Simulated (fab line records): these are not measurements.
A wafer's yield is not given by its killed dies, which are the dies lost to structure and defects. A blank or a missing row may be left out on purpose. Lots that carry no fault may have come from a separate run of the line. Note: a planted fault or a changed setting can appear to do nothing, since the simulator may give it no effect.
A lot that was struck, set against a sound lot + flow nand-harc + 25 steps out of a route of 1302
Sound: the wafers L121.2, L121.5, L121.6. Wafers L134.1, L134.2, L134.3 were the ones struck. The cause comes at the end.
Order at every step that has rows: each side's tool, ch and its chambers, its first start. Under that, the readings that differ: sound wafers + struck wafers + difference of the means + sigmas: that difference in standard deviations of wafers without a fault.
alike: readings with means less than 2 such deviations apart, plus words and numbers identical on both sides. not compared: withheld readings, readings lacking a value on some wafer, bounds such as >300 that could conceal the same value, and numbers that have no deviation in the record and whose values overlap.
A row with sigmas, a row that says differs or no value, or rows on one side alone: a step with any of these is where the two part. Numbers that don't overlap but have no deviation are shown without sigmas and don't part them. A reading that every wafer of one side lacks parts them only if that side has two wafers or more.

NHARC_P_CONTACT_DEP_30: deposits SiNx, target thk 30 nm.
  sound on pecvd-03 ch 0,1, day 5 23:30; struck on pecvd-03 ch 0,1,2, day 11 20:23
  alike: heater-power-w
NHARC_P_CONTACT_DEP_00: deposits SiO2, target thk 500 nm.
  sound: pecvd-03 ch 0,1; struck: pecvd-03 ch 0,1,2
  alike: heater-power-w, mfc-precursor-sccm, throttle-valve-pct
NHARC_P_CONTACT_CMP_01: polishes SiO2, target thk 200 nm.
  sound on cmp-02 ch 1,2, day 6 00:08; struck on cmp-02 ch 1,2,3, day 11 21:05
  alike: motor-current-A
then, 8 steps without rows for these wafers: NHARC_P_CONTACT_SRD_03; NHARC_P_CONTACT_DEHYDRATE_04 (time 120 s); NHARC_P_CONTACT_HMDS_05 (time 30 s); NHARC_P_CONTACT_COAT_33 (time 75 s); NHARC_P_CONTACT_COAT_34 (time 65 s); NHARC_P_CONTACT_COAT_06 (resist thk 90 nm); NHARC_P_CONTACT_SOFTBAKE_07 (time 55 s); NHARC_P_CONTACT_EBR_08.
NHARC_P_CONTACT_EXPOSE_09: exposes mask P CA, target cd 90 nm.
  sound on arfi-scanner-03 ch 0, day 6 00:49; struck on arfi-scanner-02 ch 0, day 11 21:47
| reading | sound                | struck                        | difference | sigmas |
|---------|----------------------|-------------------------------|------------|--------|
| mask    | P_CA#0 P_CA#0 P_CA#0 | P_CA_R1#0 P_CA_R1#0 P_CA_R1#0 | differs    |        |
  alike: focus-offset-nm
then, 2 steps without rows for these wafers: NHARC_P_CONTACT_PEB_10 (peb time 65 s); NHARC_P_CONTACT_DEVELOP_11 (develop time 35 s).
NHARC_P_CONTACT_CD_MEAS_12: target cd 90 nm.
  sound on cd-sem-02 ch 0, day 6 00:58; struck on cd-sem-03 ch 0, day 11 21:55
| reading    | sound          | struck         | difference | sigmas |
|------------|----------------|----------------|------------|--------|
| cd-nm (nm) | 90.5 89.7 89.9 | 95.2 94.3 94.9 | +4.8       | +10    |
NHARC_P_CONTACT_OVL_MEAS_13:
  sound on overlay-02, day 6 01:03; struck on overlay-01, day 11 22:01
  alike: overlay-x-nm, overlay-y-nm
NHARC_P_CONTACT_INSPECT_14:
  sound on defect-inspect-02, day 6 01:05; struck on defect-inspect-02, day 11 22:03
| reading          | sound | struck | difference | sigmas |
|------------------|-------|--------|------------|--------|
| raw-defect-count | 3 5 3 | 9 8 10 | +5         | +2     |
NHARC_P_CONTACT_DESCUM_17: chemistry O2, time 3 s.
  sound on rie-diel-09 ch 0,1,2, day 6 01:10; struck on rie-diel-08 ch 0,2,3, day 11 22:07
| reading                    | sound             | struck            | difference | sigmas |
|----------------------------|-------------------|-------------------|------------|--------|
| model.P_CONTACT.cd-nm (nm) | 90.19 89.47 89.65 | 94.73 94.39 94.19 | +4.67      |        |
  alike: drypump-motor-current-A, oes-product-au, rf-vpp-V, showerhead-plenum-p-Torr, throttle-valve-pct
  not compared: rf-hours-counter-h
then, 1 step without rows for these wafers: NHARC_P_CONTACT_ETCH_35 (etches the open film in CF4, target depth 39 nm, time 65 s).
NHARC_P_CONTACT_ETCH_36: etches the open film in N2/H2, target depth 260 nm, time 406.25 s.
  sound: rie-diel-09 ch 1,2; struck: rie-diel-08 ch 0,2,3
  alike: drypump-motor-current-A, oes-product-au, rf-vpp-V, showerhead-plenum-p-Torr, throttle-valve-pct
  not compared: rf-hours-counter-h
NHARC_P_CONTACT_ETCH_18: etches the open film in C4F8/O2/Ar, target depth 481 nm, time 240.5 s.
  sound: rie-diel-09 ch 0,3; struck: rie-diel-08 ch 0,2,3
  alike: oes-product-au, rf-vpp-V
  not compared: rf-hours-counter-h
then, 1 step without rows for these wafers: NHARC_P_CONTACT_STRIP_37 (strips in C4F8/O2/Ar).
NHARC_P_CONTACT_ETCH_31: etches the open film in CH3F/O2, target depth 30 nm, time 85.7 s.
  sound: rie-diel-09 ch 1,2,3; struck: rie-diel-08 ch 0,1,3
| reading                    | sound             | struck            | difference | sigmas |
|----------------------------|-------------------|-------------------|------------|--------|
| oes-product-au (a.u.)      | 0.923 0.934 0.916 | 0.972 0.996 0.972 | +0.056     | +4     |
| model.P_CONTACT.cd-nm (nm) | 90.13 89.5 88.34  | 94.95 94.44 94.68 | +5.37      |        |
  alike: drypump-motor-current-A, rf-vpp-V, showerhead-plenum-p-Torr, throttle-valve-pct
  not compared: rf-hours-counter-h
NHARC_P_CONTACT_CD_MEAS_19:
  sound on cd-sem-03, day 6 02:31; struck on cd-sem-03, day 11 23:04
| reading    | sound          | struck         | difference | sigmas |
|------------|----------------|----------------|------------|--------|
| cd-nm (nm) | 90.5 89.7 88.3 | 95.3 94.7 94.7 | +5.4       | +5     |
NHARC_END_SORT_01:
  the record has rows for the sound wafers here (prober-02 ch 0, day 24 23:53) and none for the struck ones

== WHERE THEY PART ==
First at NHARC_P_CONTACT_EXPOSE_09; last, within this record, at NHARC_END_SORT_01.

WHY: what the simulator had put in
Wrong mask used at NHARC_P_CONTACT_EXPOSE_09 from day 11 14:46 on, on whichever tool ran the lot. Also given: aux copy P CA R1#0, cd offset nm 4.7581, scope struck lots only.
